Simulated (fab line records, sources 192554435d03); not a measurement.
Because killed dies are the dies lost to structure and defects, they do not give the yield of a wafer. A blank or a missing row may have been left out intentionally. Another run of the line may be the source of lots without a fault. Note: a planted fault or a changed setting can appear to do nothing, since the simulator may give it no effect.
Chamber matching / flow n5-finfet / N5_BEOL_M13_DESCUM_15 on rie-diel-05: 4 sister chambers
The step chemistry O2, time 7.9 s. 4 wafers are shown with their chamber, then 10 later ones without.

## WAFERS PAIRED WITH THEIR CHAMBERS
wafer=L081.1; chamber=0; drypump-motor-current-A (A)=5.9
wafer=L084.2; chamber=1; drypump-motor-current-A (A)=5.2
wafer=L088.1; chamber=3; drypump-motor-current-A (A)=4.7
wafer=L088.2; chamber=2; drypump-motor-current-A (A)=6.4

## WAFERS WITH NO CHAMBER GIVEN
wafer=L088.4; drypump-motor-current-A (A)=5.9
wafer=L093.1; drypump-motor-current-A (A)=5.2
wafer=L093.3; drypump-motor-current-A (A)=6.3
wafer=L093.5; drypump-motor-current-A (A)=4.7
wafer=L091.1; drypump-motor-current-A (A)=4.7
wafer=L091.2; drypump-motor-current-A (A)=5.9
wafer=L091.4; drypump-motor-current-A (A)=5.2
wafer=L097.3; drypump-motor-current-A (A)=5.2
wafer=L097.5; drypump-motor-current-A (A)=6.3
wafer=L097.6; drypump-motor-current-A (A)=5.2

## THE CHAMBER EACH PASSED THROUGH
wafer=L088.4; from the rows above=0; in truth=0
wafer=L093.1; from the rows above=1; in truth=1
wafer=L093.3; from the rows above=2; in truth=2
wafer=L093.5; from the rows above=3; in truth=3
wafer=L091.1; from the rows above=3; in truth=3
wafer=L091.2; from the rows above=0; in truth=0
wafer=L091.4; from the rows above=1; in truth=1
wafer=L097.3; from the rows above=1; in truth=1
wafer=L097.5; from the rows above=2; in truth=2
wafer=L097.6; from the rows above=1; in truth=1
Correctly placed: 10 of 10. From these rows, 0 cannot be placed. Wrongly placed: 0.
How it was worked out, from the rows above alone: a wafer's distance from a chamber is the root of the sum, over the readings, of the square of ((its reading less the chamber's mean) divided by the reading's scatter). If the next closest chamber is less than 2 further off than the closest, the wafer can't be placed; otherwise it belongs to the closest. For every chamber, the mean is computed from those of its wafers that are shown. The scatter (one wafer shown for each chamber): square how far every hidden wafer sits from the nearest shown wafer, average those squares and take the square root.
